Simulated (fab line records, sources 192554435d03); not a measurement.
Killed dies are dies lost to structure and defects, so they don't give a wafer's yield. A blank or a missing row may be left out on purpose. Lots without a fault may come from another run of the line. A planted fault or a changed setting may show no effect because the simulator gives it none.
fab line records | flow n5_finfet
record lots=5 wafers=15 last_day=18
route steps=1938 shown BEOL_M5@1149 PASSIVATION@1936
lots that met no fault: from a run of the same line without faults
start_h: hours from the record's first day to the start of the lot's first wafer shown | wait_h: hours since the lot's step before | " the same as in the row above | L1.1+2: a row that stands for several wafers | - no value, or no start given | * or withheld: withheld | < > ~ a bound
route shown NAME@n: a module of which the file shows steps, and the number in the route of the first | usual: mean/standard deviation of fault-free wafers | same: alike in all rows | chamber/n: place in a boat | sites: the reading at each site | _std_site: their standard deviation | _edge_site: outer sites' mean less inner sites' | radius_mm: how far each site lies from the wafer's centre | mask NAME#n: copy n | behind: the tool/chamber that last shaped the wafer | hold: why the lot was held/for how many hours/how that ended | device: the transistor (n, p or np) that didn't switch | end of line: the same wafers' tests at the end of the route | a step without rows: its recipe alone | killed: dies lost to structure and defects at the first sort, not the wafer's yield | map: a wafer's dies, x killed, . not, _ none there
set.NAME: the setting as run; set.NAME@STEP: as run at that earlier step | model.NAME: the simulator's own value behind a step, which no gauge read
lots at some steps of the route; a table a step, a row a wafer
services: from which hour (start_h, from the record's first day; less than 0 if before it) a tool's chamber was out of use, for how many hours, and why
## steps
# step N5_BEOL_M5_OVL_MEAS_29
# recipe points_per_wafer=522
# usual V4_OVL=-0.1/0.58
# columns lot.wafer tool chamber start_h wait_h V4_OVL[nm]
L622.3 overlay-01 0 210.97 0.0 0.6
L622.5 " 0 " " -0.7
L622.6 " 0 " " 0.4
L623.2 overlay-01 0 215.82 0.0 -0.3
L623.3 " 0 " " -1.0
L623.6 " 0 " " 0.6
L625.1 overlay-02 0 229.11 0.0 0.7
L625.2 " 0 " " 0.3
L625.4 " 0 " " -0.1
L629.1 overlay-01 0 261.83 0.0 1.1
L629.2 " 0 " " 0.6
L629.4 " 0 " " -0.4
L640.2 overlay-01 0 326.40 0.0 -0.7
L640.4 " 0 " " 0.0
L640.5 " 0 " " -1.2
# step N5_BEOL_M5_INSPECT_30
# recipe mode=adi inspect_instrument=brightfield
# usual raw_defect_count=403/120
# columns lot.wafer tool chamber start_h wait_h raw_defect_count
L622.3 defect_inspect-02 - 211.02 0.0 557
L622.5 " - " " 467
L622.6 " - " " 329
L623.2 defect_inspect-01 - 215.87 0.0 626
L623.3 " - " " 638
L623.6 " - " " 546
L625.1 defect_inspect-01 - 229.17 0.1 341
L625.2 " - " " 423
L625.4 " - " " 387
L629.1 defect_inspect-01 - 261.89 0.1 609
L629.2 " - " " 832
L629.4 " - " " 800
L640.2 defect_inspect-02 - 326.45 0.0 418
L640.4 " - " " 386
L640.5 " - " " 343
# step N5_BEOL_M5_DESCUM_33
# recipe chemistry=O2 time_s=7 source_power_w=50 bias_power_w=20 pressure_mtorr=20 rf_frequency_hz=2.712e+07 temp_c=40 resist=CAR-EUV o2_flow_sccm=225
# step N5_BEOL_M5_ETCH_75
# recipe chemistry=N2/H2 target=underlayer target_depth_a=65 mask_material=CAR-EUV time_s=5.2 ion_energy_ev=200 pressure_mtorr=30 source_w=840 bias_w=150 n2_flow_sccm=200 h2_flow_sccm=200 ends=cleared
# step N5_BEOL_M5_ETCH_67
# recipe chemistry=CF4 target=SiARC target_depth_a=156 mask_material=CAR-EUV time_s=26 ion_energy_ev=80 pressure_mtorr=40 source_w=545 bias_w=36 Ar_flow_sccm=100 cf4_flow_sccm=100 ends=cleared
# step N5_BEOL_M5_ETCH_68
# recipe chemistry=N2/H2 target=SOC target_depth_a=800 overetch_a=160 mask_material=SiARC temp_c=40 time_s=120 ion_energy_ev=200 pressure_mtorr=30 source_w=840 bias_w=150 n2_flow_sccm=200 h2_flow_sccm=200
# step N5_BEOL_M5_STRIP_69
# recipe chemistry=N2/H2 temp_c=40 n2_flow_sccm=200 h2_flow_sccm=200 rf_frequency_hz=6e+07
# step N5_BEOL_M5_STRIP_76
# recipe chemistry=N2/H2 temp_c=40 n2_flow_sccm=200 h2_flow_sccm=200 rf_frequency_hz=6e+07
# step N5_BEOL_M5_VIA_ETCH_34
# recipe chemistry=C4F6/O2 target=SiCOH_lowk target_depth_a=883 mask_material=SOC taper_deg=4 time_s=39.2 ion_energy_ev=250 pressure_mtorr=30 source_w=345 bias_w=185 Ar_flow_sccm=300 C4F6_flow_sccm=10 O2_flow_sccm=10
# usual drypump_motor_current_A=5.7/0.36 oes_product_au=0.78/0.088 rf_vpp_V=661/13 showerhead_plenum_p_Torr=2.88/0.073 throttle_valve_pct=20.89/0.23
# columns lot.wafer tool chamber start_h wait_h drypump_motor_current_A oes_product_au rf_hours_counter_h rf_vpp_V showerhead_plenum_p_Torr throttle_valve_pct
L622.3 rie_diel-06 3 211.89 0.0 5.7 0.72 233 641 2.92 21.06
L622.5 " 2 " " 6.0 0.76 - 671 2.96 21.04
L622.6 " 3 " " 5.7 0.71 - 641 2.93 21.08
L623.2 rie_diel-03 0 216.09 0.0 5.3 0.75 155 662 2.97 20.85
L623.3 " 3 " " 5.6 0.72 207 643 2.81 20.94
L623.6 " 3 " " 5.6 0.72 - 644 2.81 20.96
L625.1 rie_diel-03 2 229.39 0.0 5.8 0.97 3 641 2.78 20.58
L625.2 " 3 " " 5.6 0.73 211 641 2.81 20.95
L625.4 " 2 " " 5.8 0.97 - 642 2.78 20.58
L629.1 rie_diel-03 0 262.10 0.0 5.3 0.76 173 661 2.96 20.92
L629.2 " 3 " " 5.6 0.71 225 642 2.81 20.98
L629.4 " 1 " " 5.5 0.96 7 661 2.82 20.75
L640.2 rie_diel-03 3 326.67 0.0 5.5 0.70 243 642 2.80 21.00
L640.4 " 1 " " 5.6 0.91 26 661 2.81 20.78
L640.5 " 0 " " 5.3 0.74 - 661 2.95 20.93
# step N5_BEOL_M5_STRIP_85
# recipe chemistry=C4F6/O2 resist=SiARC rf_frequency_hz=6e+07
# step N5_BEOL_M5_STRIP_36
# recipe chemistry=N2/H2 power_w=450 temp_c=40 pressure_mtorr=20 rf_frequency_hz=6e+07 overash_fraction=0.3 bias_power_w=7 h2_frac=0.5 n2_flow_sccm=200 h2_flow_sccm=200
# step N5_BEOL_M5_TRENCH_ETCH_37
# recipe chemistry=C4F6/O2 target_depth_a=716.52 target=SiCOH_lowk time_s=24.7 ion_energy_ev=250 pressure_mtorr=30 source_w=345 bias_w=185 Ar_flow_sccm=300 C4F6_flow_sccm=10 O2_flow_sccm=10
# step N5_BEOL_M5_ETCH_41
# recipe chemistry=CH3F/O2 target=SiCN target_depth_a=315 taper_deg=2 time_s=56.7 ion_energy_ev=120 mask_material=TiN pressure_mtorr=30 source_w=395 bias_w=75 Ar_flow_sccm=150 CH3F_flow_sccm=30 O2_flow_sccm=20
# usual drypump_motor_current_A=5.7/0.36 oes_product_au=0.78/0.089 rf_vpp_V=297.9/1.3 showerhead_plenum_p_Torr=2.03/0.054 throttle_valve_pct=16.34/0.24
# columns lot.wafer tool chamber start_h wait_h drypump_motor_current_A oes_product_au rf_hours_counter_h rf_vpp_V showerhead_plenum_p_Torr throttle_valve_pct
L622.3 rie_diel-06 3 212.00 - 5.7 0.71 233 299.6 2.06 16.56
L622.5 " 2 " " 6.1 0.77 - 298.1 2.08 16.50
L622.6 " 3 " " 5.7 0.70 - 299.0 2.06 16.54
L623.2 rie_diel-03 0 216.20 - 5.3 0.77 155 300.0 2.09 16.33
L623.3 " 3 " " 5.6 0.72 207 297.5 1.98 16.41
L623.6 " 3 " " 5.6 0.73 - 297.4 1.98 16.43
L625.1 rie_diel-03 2 229.50 - 5.8 0.96 3 296.3 1.95 16.02
L625.2 " 3 " " 5.5 0.72 211 297.1 1.97 16.45
L625.4 " 2 " " 5.8 0.96 - 296.6 1.96 16.03
L629.1 rie_diel-03 0 262.21 - 5.4 0.75 173 298.9 2.08 16.38
L629.2 " 3 " " 5.5 0.72 225 296.8 1.97 16.45
L629.4 " 1 " " 5.5 0.97 7 296.1 1.98 16.10
L640.2 rie_diel-03 3 326.78 - 5.6 0.69 243 297.1 1.96 16.49
L640.4 " 1 " " 5.5 0.91 26 296.7 1.97 16.13
L640.5 " 0 " " 5.3 0.73 - 300.5 2.08 16.42
# step N5_BEOL_M5_STRIP_91
# recipe chemistry=N2/H2 time_s=10 power_w=450 temp_c=40 pressure_mtorr=20 rf_frequency_hz=6e+07 bias_power_w=7 n2_flow_sccm=200 h2_flow_sccm=200
# step N5_BEOL_M5_OCD_MEAS_38
# usual trench_depth_nm=71.4/1.3
# columns lot.wafer tool chamber start_h wait_h trench_depth_nm
L622.3 ocd-02 - 212.13 - 71.2
L622.5 " - " " 71.7
L622.6 " - " " 70.5
L623.2 ocd-02 - 216.33 - 69.8
L623.3 " - " " 70.9
L623.6 " - " " 71.0
L625.1 ocd-01 - 229.62 - 71.7
L625.2 " - " " 72.4
L625.4 " - " " 72.4
L629.1 ocd-01 - 262.34 - 69.8
L629.2 " - " " 71.1
L629.4 " - " " 72.5
L640.2 ocd-01 - 326.91 - 71.1
L640.4 " - " " 70.9
L640.5 " - " " 69.1
# step N5_BEOL_M5_HM_STRIP_39
# recipe chemistry=peroxide_tin_strip material=TiN target_depth_a=250 temp_c=50 time_s=158
# step N5_BEOL_M5_SRD_40
# recipe time_s=30 temp_c=23 rinse_liquid=diw dry=ipa_marangoni
# step N5_BEOL_M5_PRECLEAN_42
# recipe chemistry=residue_remover time_s=60 temp_c=40
# step N5_BEOL_M5_SRD_43
# recipe time_s=30 temp_c=23 rinse_liquid=diw dry=ipa_marangoni
# step N5_BEOL_M5_CD_MEAS_35
# recipe target_cd_nm=28 target_cd_y_nm=24 polarity=opening
# usual cd_nm=28.1/0.3
# columns lot.wafer tool chamber start_h wait_h cd_nm
L622.3 cd_sem-01 - 212.28 0.0 28.0
L622.5 " - " " 27.6
L622.6 " - " " 28.4
L623.2 cd_sem-02 - 216.48 0.0 28.2
L623.3 " - " " 27.9
L623.6 " - " " 28.0
L625.1 cd_sem-03 - 229.78 0.0 27.9
L625.2 " - " " 27.9
L625.4 " - " " 28.7
L629.1 cd_sem-02 - 262.49 0.0 27.8
L629.2 " - " " 28.1
L629.4 " - " " 27.9
L640.2 cd_sem-01 - 327.06 0.0 27.8
L640.4 " - " " 27.8
L640.5 " - " " 28.0
# step N5_BEOL_M5_CURE_80
# recipe temp_c=370 time_s=120 ambient=DMADMS/He material=SiCOH_lowk
# step N5_BEOL_M5_DEGAS_44
# recipe ambient=vacuum temp_c=250 time_s=60
# step N5_BEOL_M5_PRE_CLEAN_45
# recipe gas=H2/He time_s=30 temp_c=250
# step N5_BEOL_M5_ALD_86
# recipe material=TaN target_thk_a=* temp_c=275 ald_precursor_family=PDMAT ald_co_reactant=NH3 pressure_torr=3 carrier_flow_sccm=1500 pulse_time_s=2 purge_time_s=3 co_reactant_purge_time_s=2 co_reactant_pulse_time_s=3 ald_cycles=30 precursor_vessel_temp_c=75 precursor_vessel_pressure_torr=26.25 precursor_vessel_carrier_sccm=1000
# step N5_BEOL_M5_SURFACE_TREAT_87
# recipe gas=Ar time_s=* ion_energy_ev=* ion_current_ma_cm2=0.5 pressure_mtorr=* ar_flow_sccm=30
# step N5_BEOL_M5_CVD_47
# recipe material=Co target_thk_a=30 temp_c=withheld precursor=CCTBA/H2 pressure_torr=30 time_s=216
# step N5_BEOL_M5_SPUTTER_48
# recipe material=Cu target_thk_a=150 temp_c=-20 chamber_pressure_pa=0.07 power_w=withheld time_s=27.62
# step N5_BEOL_M5_ANNEAL_49
# recipe temp_c=400 time_s=1800 ambient=vacuum
# step N5_BEOL_M5_SPUTTER_81
# recipe material=Cu target_thk_a=150 temp_c=-20 chamber_pressure_pa=0.07 power_w=withheld time_s=27.62
# step N5_BEOL_M5_ANNEAL_82
# recipe temp_c=400 time_s=1800 ambient=vacuum
# usual heater_power_w=820/74
# columns lot.wafer tool chamber start_h wait_h heater_power_w
L622.3 pvd_sputter-02 - 214.62 0.0 729
L622.5 " - " " 982
L622.6 " - " " 706
L623.2 pvd_sputter-01 - 219.72 0.0 781
L623.3 " - " " 776
L623.6 " - " " 844
L625.1 pvd_sputter-03 - 232.09 0.0 783
L625.2 " - " " 931
L625.4 " - " " 773
L629.1 pvd_sputter-03 - 265.70 0.0 795
L629.2 " - " " 914
L629.4 " - " " 760
L640.2 pvd_sputter-02 - 331.32 0.0 703
L640.4 " - " " 808
L640.5 " - " " 1001
# step N5_BEOL_M5_SPUTTER_83
# recipe material=Cu target_thk_a=150 temp_c=-20 chamber_pressure_pa=0.07 power_w=withheld time_s=27.62
# usual throttle_valve_pct=30.0/1.1
# columns lot.wafer tool chamber start_h wait_h throttle_valve_pct
L622.3 pvd_sputter-02 - 215.62 0.5 31.4
L622.5 " - " " 30.0
L622.6 " - " " 31.6
L623.2 pvd_sputter-01 - 220.73 0.5 30.3
L623.3 " - " " 31.0
L623.6 " - " " 30.8
L625.1 pvd_sputter-03 - 233.09 0.5 30.9
L625.2 " - " " 28.9
L625.4 " - " " 29.5
L629.1 pvd_sputter-03 - 266.71 0.5 30.7
L629.2 " - " " 29.2
L629.4 " - " " 29.5
L640.2 pvd_sputter-02 - 332.33 0.5 31.4
L640.4 " - " " 31.9
L640.5 " - " " 29.6
# step N5_BEOL_M5_ANNEAL_84
# recipe temp_c=400 time_s=1800 ambient=vacuum
# usual heater_power_w=820/73
# columns lot.wafer tool chamber start_h wait_h heater_power_w
L622.3 pvd_sputter-02 - 215.70 0.0 716
L622.5 " - " " 980
L622.6 " - " " 741
L623.2 pvd_sputter-01 - 220.81 0.0 813
L623.3 " - " " 764
L623.6 " - " " 854
L625.1 pvd_sputter-03 - 233.17 0.0 780
L625.2 " - " " 890
L625.4 " - " " 759
L629.1 pvd_sputter-03 - 266.79 0.0 770
L629.2 " - " " 897
L629.4 " - " " 767
L640.2 pvd_sputter-02 - 332.41 0.0 715
L640.4 " - " " 801
L640.5 " - " " 986
# step N5_BEOL_M5_SPUTTER_88
# recipe material=Cu target_thk_a=150 temp_c=-20 chamber_pressure_pa=0.07 power_w=withheld time_s=27.62
# usual throttle_valve_pct=30.0/1.1
# columns lot.wafer tool chamber start_h wait_h throttle_valve_pct
L622.3 pvd_sputter-02 - 216.71 0.5 31.5
L622.5 " - " " 29.7
L622.6 " - " " 31.8
L623.2 pvd_sputter-01 - 221.82 0.5 30.2
L623.3 " - " " 30.9
L623.6 " - " " 30.6
L625.1 pvd_sputter-03 - 234.18 0.5 30.8
L625.2 " - " " 29.0
L625.4 " - " " 29.4
L629.1 pvd_sputter-03 - 267.79 0.5 30.8
L629.2 " - " " 29.0
L629.4 " - " " 29.5
L640.2 pvd_sputter-02 - 333.42 0.5 31.6
L640.4 " - " " 31.5
L640.5 " - " " 29.5
# step N5_BEOL_M5_ANNEAL_89
# recipe temp_c=400 time_s=1800 ambient=vacuum
# step N5_BEOL_M5_SPUTTER_90
# recipe material=Cu target_thk_a=45 temp_c=-20 chamber_pressure_pa=0.07 power_w=withheld time_s=8.29
# step N5_BEOL_M5_ECD_50
# recipe material=Cu target_thk_a=3000
# step N5_BEOL_M5_ANNEAL_51
# recipe temp_c=225 time_s=90 ambient=N2
# step N5_BEOL_M5_CMP_52
# recipe stop_on=SiCOH_lowk t_overpolish_s=6.9 down_force_psi=1 platen_rpm=50 clearing_platen_down_force_psi=1.5 clearing_platen_rpm=50 post_cmp_clean=cu_alkaline target_thk_nm=62 clearing_platen_pad_velocity_m_s=0.99484 pad_velocity_m_s=0.99484
# step N5_BEOL_M5_THK_MEAS_53
# recipe thk_meas_gauge=xrf reads=Cu_of_BEOL_M5_ECD_50
# usual M5_THK=59.8/1.8
# columns lot.wafer tool chamber start_h wait_h M5_THK[nm]
L622.3 film_metro-01 - 218.67 - 57.8
L622.5 " - " " 59.0
L622.6 " - " " 59.1
L623.2 film_metro-01 - 223.97 - 59.2
L623.3 " - " " 59.8
L623.6 " - " " 60.2
L625.1 film_metro-01 - 236.06 - 61.8
L625.2 " - " " 61.1
L625.4 " - " " 63.2
L629.1 film_metro-01 - 270.79 - 57.8
L629.2 " - " " 58.7
L629.4 " - " " 59.1
L640.2 film_metro-02 - 335.31 - 59.0
L640.4 " - " " 58.8
L640.5 " - " " 57.4
# step N5_BEOL_M5_PRE_CLEAN_77
# recipe gas=NH3/H2 time_s=15 temp_c=* rf_power_w=300
# step N5_BEOL_M5_CO_CAP_78
# recipe material=Co target_thk_a=20 temp_c=200 precursor=CCTBA/H2 pressure_torr=30 time_s=102.1
# step N5_BEOL_M5_PRE_CLEAN_55
# recipe gas=NH3 time_s=15 temp_c=withheld rf_power_w=300
# step N5_PASSIVATION_PROBE_49
# usual defect_limited_yield=91.3/1.4 killed_at_M0_to_M3=34/9.2 killed_at_M4_up=13/5.3 killed_at_contacts=12/6 killed_at_front_end=39/12 killed_at_other=4/3.3 killed_dies=102/17 killed_open=67/12 killed_short=34/7.4 sort_bin_5_function=5.1/1 sort_bin_6_memory=3.2/0.6 sort_n_pass=1078/17 sort_yield_pct=91.3/1.4
# same gross_dies=1180 killed_at_back_side=0 sort_bin_4_leakage[%]=0 sort_bin_8_speed[%]=0
# columns lot.wafer tool chamber start_h wait_h defect_limited_yield[%] killed_at_M0_to_M3 killed_at_M4_up killed_at_contacts killed_at_front_end killed_at_other killed_dies killed_open killed_short sort_bin_5_function[%] sort_bin_6_memory[%] sort_n_pass sort_yield_pct[%]
L629.1 prober-01 - 362.15 0.0 88.9 24 27 18 55 7 131 80 40 6.2 4.2 1049 88.9
L629.2 prober-01 - 362.20 0.1 80.0 28 167 7 32 2 236 51 25 12.7 5.2 944 80.0
L629.4 prober-01 - 362.30 0.2 92.4 31 12 10 33 4 90 62 26 4.1 3.5 1090 92.4
L640.2 prober-01 - 443.21 0.1 91.7 18 7 23 45 5 98 71 27 5.1 2.9 1082 91.7
# killed by level:class
L629.1 BEOL_M4:geometric_particle:open=15 MOL_CONTACT_COAG:geometric_particle:open=14 DUMMY_GATE:geometric_particle:open=12 BEOL_M2:geometric_particle:open=6 HKMG_FIN:area_etch=6 FIN_SAQP:geometric_particle:open=5 BEOL_M4:geometric_particle:short=5 STARTING-WAFER:geometric_particle:short=5
L629.2 BEOL_M5:unspecified=156 BEOL_M1:geometric_particle:open=9 BEOL_M4:geometric_particle:open=7 MOL_CONTACT_COAG:geometric_particle:open=6 BEOL_M2:geometric_particle:open=5 BEOL_M0:geometric_particle:open=4 STI_FIN_REVEAL:geometric_particle:open=4 DUMMY_GATE:geometric_particle:open=4
L629.4 MOL_CONTACT_COAG:geometric_particle:open=9 FIN_SAQP:geometric_particle:open=7 BEOL_M0_SAQP:geometric_particle:open=7 BEOL_M0_SAQP:geometric_particle:short=7 BEOL_M4:geometric_particle:open=6 STI_FIN_REVEAL:geometric_particle:open=5 DUMMY_GATE:geometric_particle:open=5 BEOL_M1:geometric_particle:open=4
L640.2 MOL_CONTACT_COAG:geometric_particle:open=20 FIN_SAQP:geometric_particle:open=11 FIN_SAQP:geometric_particle:short=9 STI_FIN_REVEAL:geometric_particle:open=7 BEOL_M3:geometric_particle:open=6 BEOL_M1:geometric_particle:open=5 STARTING-WAFER:geometric_particle:short=5 STARTING-WAFER:geometric_particle:open=4
# map L629.2 (x killed, . not)
_________________x..x........________________
______________...........x......_____________
___________.............x.x........__________
__________x...x...x......x.........._________
________...x.......x...........x......_______
_______........x.......................______
______.................................._____
_____........x......x....................____
____...............................xx.....___
___........................................__
___x............x..........................__
__.........................x.....x......x.x._
__...x....x...................x..xx........._
_..........x...x..x...........xx.x...........
_......x....x..x..x.x..x...x....x........x...
_..x...xx...x....xxx......................x..
_.......xx.xxxxxxxxxx..xx....................
_...x....xxxxxxxxxxxxxx..................x..x
_.........xxxxxxxxxxxxxxx.....x.x............
_..x....x.xxxxxxxxxxxxxx.....................
_.xx...xxxxxxxxxxxxxxxxxxx.x.............x...
__....xxxxxxxxxxxxxxxx.x.................x.._
__.......xxxxxxxxxxxxxx......x.............._
___.x...x.xxxxxxxxxxxxxx.........x.........__
___...x..x...xxxxxxxxxx.............x......__
____.....x.x.xxxxxxx..xx..................___
_____........xxx.xx.......x..............____
______x.......x.....x....x.xx.....x....._____
_______......x.....x...x.........x.....______
________.........x......x.......x....._______
__________.......................x.._________
___________...........x.........x..__________
______________.................._____________
_________________..x.........________________
# map L640.2 (x killed, . not)
_________________.....x......________________
______________.....x............_____________
___________x...............x.....x.__________
__________..............x.......x..._________
________..........x..................._______
_______........xx....xx.......x...x....______
______.....................x...........x_____
_____....................................____
____x..x........................x.........___
___x...............x..................x....__
___......x....x.........x.............x....__
__..................x...........x.......x..._
__...................x..x..................._
_..x...x.................x..x................
_.......................x....................
_..x....x..x............................xx...
_..x.................x................x......
_.......x...............................x..x.
_..xxx..xx..x.................x....xx........
_.........x.......x....x......x.............x
_..........................x...........x...x.
__.xx......................x................_
__.........................................._
___x.....x..x..........................x.x.__
___........x......x..x.x.xx.x..x..x........__
____.x.......x.........x..................___
_____...........x...............x......x.____
______..x..............................._____
_______................................______
________.....x.....................x.._______
__________.............x............_________
___________..........xx............__________
______________.............x..xx_____________
_________________x.x.........________________
## services
# columns tool chamber start_h hours kind
pvd_sputter-01 - 188.78 0.6 repair
rie_diel-06 2 205.55 5.7 repair
rie_diel-03 1 223.29 - clean
rie_diel-03 1 223.29 - consumable_replace:focus_ring
rie_diel-03 1 223.29 20.4 scheduled_down
rie_diel-03 1 223.29 20.4 vent_cycle
rie_diel-06 3 250.46 - clean
rie_diel-06 3 250.46 - consumable_replace:focus_ring
rie_diel-06 3 250.46 18.2 scheduled_down
rie_diel-06 3 250.46 18.2 vent_cycle
rie_diel-06 1 305.63 - clean
rie_diel-06 1 305.63 - consumable_replace:focus_ring
rie_diel-06 1 305.63 18.3 scheduled_down
rie_diel-06 1 305.63 18.3 vent_cycle
## key
first_sign step=N5_PASSIVATION_PROBE_49 reading=killed_at_M4_up direction=up sigmas=29 usual=13 struck=167
effect step=N5_PASSIVATION_PROBE_49 reading=killed_dies direction=up sigmas=8 usual=102 struck=236
more_kills_born_at N5_BEOL_M5_ETCH_41@rie_diel-03=156
met_at N5_BEOL_M5_ETCH_41
struck_wafers L629.2
onset_between 229.50 262.21
fault kind=chamber_particle_source tool=rie_diel-03 chamber=3 onset_h=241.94 steps=N5_BEOL_M5_ETCH_41 rate_per_visit_cm2=1.5306 end_h=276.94
